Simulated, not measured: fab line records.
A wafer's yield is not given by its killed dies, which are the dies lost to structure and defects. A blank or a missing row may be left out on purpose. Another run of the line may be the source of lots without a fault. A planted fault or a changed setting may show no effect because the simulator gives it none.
One fault seen from 2 desks || flow n5 finfet || each desk has only its own numbers; what lay behind them comes last

## DESK OF THE TOOL OWNER: rie diel-05
The tool's own readings at N5_BEOL_M2_ETCH_77 (etches underlayer in N2/H2, target depth 6.5 nm, time 5.2 s): means of the sampled wafers that have a number, for each lot that ran on this tool. A lot is out of limits, marked OUT, if its mean lies more than 4 standard deviations from the usual mean; the brackets give that distance.
Columns: A = bias w at N5_BEOL_M2_ETCH_77, usual 149.9 W; B = drypump motor current A at N5_BEOL_M2_ETCH_77, usual 5.8 A; C = etch rf on time s at N5_BEOL_M2_ETCH_77, usual 5.19 s; D = oes product au at N5_BEOL_M2_ETCH_77, usual 0.68 a.u.; E = rf vpp V at N5_BEOL_M2_ETCH_77, usual 525 V; F = showerhead plenum p Torr at N5_BEOL_M2_ETCH_77, usual 2.56 Torr; G = throttle valve pct at N5_BEOL_M2_ETCH_77, usual 17.80 %
{"lot": "L191", "first seen here": "day 7 12:59", "A": 149.7, "B": 6.0, "C": 5.26, "D": 0.63, "E": 523, "F": 2.53, "G": 17.83}
{"lot": "L194", "first seen here": "day 8 17:12", "A": 149.5, "B": 5.3, "C": 5.22, "D": 0.71, "E": 528, "F": 2.65, "G": 17.63}
{"lot": "L196", "first seen here": "day 8 23:02", "A": 150.0, "B": 6.3, "C": 5.27, "D": 0.65, "E": 526, "F": 2.62, "G": 17.91}
{"lot": "L200", "first seen here": "day 10 01:20", "A": 149.7, "B": 5.3, "C": 5.17, "D": 0.70, "E": 527, "F": 2.65, "G": 17.65}
{"lot": "L201", "first seen here": "day 10 04:56", "A": 150.4, "B": 6.3, "C": 5.16, "D": 0.65, "E": 526, "F": 2.61, "G": 17.92}
{"lot": "L209", "first seen here": "day 12 10:38", "A": 150.0, "B": 5.8, "C": 5.58, "D": 0.63, "E": 525, "F": 2.62, "G": 17.82}
This desk's verdict: no lot among the 6 shows anything out of limits.

## AT THE METROLOGY DESK
Means of the sampled wafers that have a number, per lot and without regard to the tool the lot ran on: this is what the gauges read. A lot is out of limits, marked OUT, if its mean lies more than 4 standard deviations from the usual mean; the brackets give that distance. Shown here are 7 of its 10 readings, the ones lying furthest out on some lot.
Columns: A = DIBL_P at N5_BEOL_M4_RC_MEAS_101, usual 36.5 mV/V; B = IOFF_P at N5_BEOL_M4_RC_MEAS_101, usual 0.22 nA/um; C = ION_N at N5_BEOL_M4_RC_MEAS_101, usual 677 uA/um; D = ION_P at N5_BEOL_M4_RC_MEAS_101, usual 463 uA/um; E = SS_N at N5_BEOL_M4_RC_MEAS_101, usual 71.6 mV/dec; F = SS_P at N5_BEOL_M4_RC_MEAS_101, usual 73.3 mV/dec; G = VT_P at N5_BEOL_M4_RC_MEAS_101, usual -250 mV
{"lot": "L191", "first seen here": "day 8 21:28", "A": 37.3, "B": 0.22, "C": 679, "D": 467, "E": 71.2, "F": 73.7, "G": -249}
{"lot": "L194", "first seen here": "day 9 19:58", "A": 34.4, "B": 0.19, "C": 673, "D": 460, "E": 71.1, "F": 72.7, "G": -250}
{"lot": "L195", "first seen here": "day 10 03:37", "A": 35.0, "B": 0.20, "C": 677, "D": 463, "E": 70.9, "F": 73.0, "G": -251}
{"lot": "L196", "first seen here": "day 10 03:55", "A": 35.6, "B": 0.23, "C": 672, "D": 466, "E": 71.4, "F": 73.5, "G": -247}
{"lot": "L199", "first seen here": "day 11 03:25", "A": 34.8, "B": 0.22, "C": 665, "D": 456, "E": 72.0, "F": 73.4, "G": -249}
{"lot": "L200", "first seen here": "day 11 07:36", "A": 37.1, "B": 0.20, "C": 677, "D": 459, "E": 72.2, "F": 73.7, "G": -252}
{"lot": "L201", "first seen here": "day 11 12:56", "A": 36.1, "B": 0.22, "C": 678, "D": 468, "E": 71.1, "F": 73.2, "G": -249}
{"lot": "L209", "first seen here": "day 14 00:46", "A": 37.6, "B": 0.25, "C": 681, "D": 471, "E": 71.9, "F": 73.2, "G": -246}
This desk's verdict: no lot among the 8 shows anything out of limits.

## PUT TOGETHER
The desk of the tool owner found nothing out of limits.
The metrology desk saw nothing out of limits.

## WHAT HAD BEEN PUT IN BY THE SIMULATOR
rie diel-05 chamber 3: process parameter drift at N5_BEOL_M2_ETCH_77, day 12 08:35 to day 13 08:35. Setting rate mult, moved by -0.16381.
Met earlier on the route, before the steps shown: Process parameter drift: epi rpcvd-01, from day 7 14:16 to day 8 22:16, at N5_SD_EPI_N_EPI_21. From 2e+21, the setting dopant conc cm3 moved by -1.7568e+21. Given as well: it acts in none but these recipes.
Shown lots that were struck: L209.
